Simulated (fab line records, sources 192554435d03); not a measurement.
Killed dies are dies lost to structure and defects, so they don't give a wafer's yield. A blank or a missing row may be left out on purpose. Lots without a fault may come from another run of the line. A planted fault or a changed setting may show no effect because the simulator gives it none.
Split-lot experiment | flow n5_finfet | 7 lots, 39 wafers read, on a route of 1938 steps

THE SPLIT
At N5_HKMG_FIN_ETCH_58 (etches SOC in N2/H2, target depth 215.8 nm, time 741 s), the setting source_w was moved away from the recipe's 875 W on 9 of the 39 wafers read, by -16.6% to +10.9%. The other wafers ran this setting at the recipe's value.

The reading is taken at the split's own step.

THE READING
SOC_of_HKMG_FIN_COAT_41.thk_nm (the simulator's own value, which no gauge read), in nm, at N5_HKMG_FIN_ETCH_58 (etches SOC in N2/H2, target depth 215.8 nm, time 741 s). The file gives no usual value for it. The 30 wafers here that ran the recipe average 83.1 nm, standard deviation 3.4 nm.

wafer  | tool, chamber at the split | source_w as run, W | against the recipe | SOC_of_HKMG_FIN_COAT_41.thk_nm, nm | against lot-mates on the recipe
L078.1 | rie_diel-02, 0             | 875                | recipe             | 79.2                               | -
L078.2 | rie_diel-02, 1             | 875                | recipe             | 79.4                               | -
L078.3 | rie_diel-02, 2             | 875                | recipe             | 86.2                               | -
L078.4 | rie_diel-02, 3             | 875                | recipe             | 85.2                               | -
L078.5 | rie_diel-02, 0             | 875                | recipe             | 78.6                               | -
L078.6 | rie_diel-02, 1             | 875                | recipe             | 79                                 | -
L081.1 | rie_diel-02, 2             | 875                | recipe             | 87.2                               | -
L081.2 | rie_diel-02, 3             | 962.9              | +10.0%             | 67.2                               | -15.7
L081.3 | rie_diel-02, 1             | 875                | recipe             | 78.6                               | -
L081.4 | rie_diel-02, 0             | 962.9              | +10.0%             | 60                                 | -22.9
L081.5 | rie_diel-02, 2             | 962.9              | +10.0%             | 65.8                               | -17.1
L081.6 | rie_diel-02, 3             | 875                | recipe             | 83                                 | -
L083.1 | rie_diel-04, 3             | 875                | recipe             | 81.2                               | -
L083.2 | rie_diel-04, 1             | 875                | recipe             | 92.2                               | -
L083.3 | rie_diel-04, 2             | 730                | -16.6%             | 117.6                              | +32.0
L083.4 | rie_diel-04, 1             | 730                | -16.6%             | 121.6                              | +36.0
L083.5 | rie_diel-04, 2             | 875                | recipe             | 83.4                               | -
L083.6 | rie_diel-04, 3             | 730                | -16.6%             | 112.6                              | +27.0
L087.1 | rie_diel-02, 3             | 875                | recipe             | 86                                 | -
L087.5 | rie_diel-02, 0             | 875                | recipe             | 82.6                               | -
L087.6 | rie_diel-02, 1             | 875                | recipe             | 81.2                               | -
L092.1 | rie_diel-02, 3             | 875                | recipe             | 87                                 | -
L092.2 | rie_diel-02, 2             | 875                | recipe             | 87.6                               | -
L092.3 | rie_diel-02, 0             | 875                | recipe             | 79                                 | -
L092.4 | rie_diel-02, 1             | 875                | recipe             | 80                                 | -
L092.5 | rie_diel-02, 0             | 875                | recipe             | 79.4                               | -
L092.6 | rie_diel-02, 1             | 875                | recipe             | 80.6                               | -
L093.1 | rie_diel-04, 0             | 875                | recipe             | 80.6                               | -
L093.2 | rie_diel-04, 3             | 970.1              | +10.9%             | 60                                 | -21.5
L093.3 | rie_diel-04, 2             | 875                | recipe             | 83.2                               | -
L093.4 | rie_diel-04, 0             | 875                | recipe             | 80.8                               | -
L093.5 | rie_diel-04, 2             | 970.1              | +10.9%             | 63.6                               | -17.9
L093.6 | rie_diel-04, 3             | 970.1              | +10.9%             | 59.8                               | -21.7
L097.1 | rie_diel-04, 2             | 875                | recipe             | 87.8                               | -
L097.2 | rie_diel-04, 0             | 875                | recipe             | 83.6                               | -
L097.3 | rie_diel-04, 3             | 875                | recipe             | 84.6                               | -
L097.4 | rie_diel-04, 3             | 875                | recipe             | 83.8                               | -
L097.5 | rie_diel-04, 0             | 875                | recipe             | 84.4                               | -
L097.6 | rie_diel-04, 2             | 875                | recipe             | 87.6                               | -

THE FIT
A straight line over all 39 wafers: SOC_of_HKMG_FIN_COAT_41.thk_nm changes by -2.01 nm for each +1% of source_w; r = -0.96; the points scatter about the line by 3.5 nm.
The same after taking each lot's own level away (the mean of its wafers on the recipe; 39 wafers): -1.89 nm for each +1%; r = -0.97; scatter 3.1 nm.
On that fit, the largest move of source_w shifts the reading by 31 nm.
The lots' own levels span 81.27 to 85.60 nm, that is 1.3 times the standard deviation above.
So the lot-to-lot level changes the slope little: the two slopes agree.
Check: with one of the wafers moved furthest among these (-16.6%) left out of the fit, the line predicts +31.2 nm for it against its lot-mates. It came out at +32 nm against them.

OTHER SPLITS ON THESE WAFERS
These wafers also went through other splits before the reading. Each is held against what the fit with the lots' levels taken away leaves over:
other split on the same wafers   | wafers away from the commonest value | r with SOC_of_HKMG_FIN_COAT_41.thk_nm (lot level and that fit taken away)
N5_FIN_CUT_ETCH_21 time_s        | 15                                   | -0.23
N5_DUMMY_GATE_ETCH_37 source_w   | 12                                   | -0.08
N5_DUMMY_GATE_ETCH_42 bias_w     | 15                                   | -0.13
N5_SD_EPI_N_EPI_21 pressure_torr | 30                                   | +0.02
N5_HKMG_FIN_ETCH_54 bias_w       | 12                                   | +0.12

THE WHOLE CHAIN: every reading that the file lists as answering this split, in the file's order
step                | what it does                                           | reading                                                                         | change (the file's fit)              | r (the file's)
N5_HKMG_FIN_ETCH_58 | etches SOC in N2/H2, target depth 215.8 nm, time 741 s | HKMG_FIN.feature_depth_nm (the simulator's own value, which no gauge read)      | +1.87 nm for each +1% of the setting | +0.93
N5_HKMG_FIN_ETCH_58 | etches SOC in N2/H2, target depth 215.8 nm, time 741 s | etch.depth_nm (the simulator's own value, which no gauge read)                  | +1.87 nm for each +1% of the setting | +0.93
N5_HKMG_FIN_ETCH_58 | etches SOC in N2/H2, target depth 215.8 nm, time 741 s | SOC_of_HKMG_FIN_COAT_41.thk_nm (the simulator's own value, which no gauge read) | -1.89 nm for each +1% of the setting | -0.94

THE FILE'S OWN FIT
SOC_of_HKMG_FIN_COAT_41.thk_nm changes by -1.89 nm for each +1% of source_w, r = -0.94.
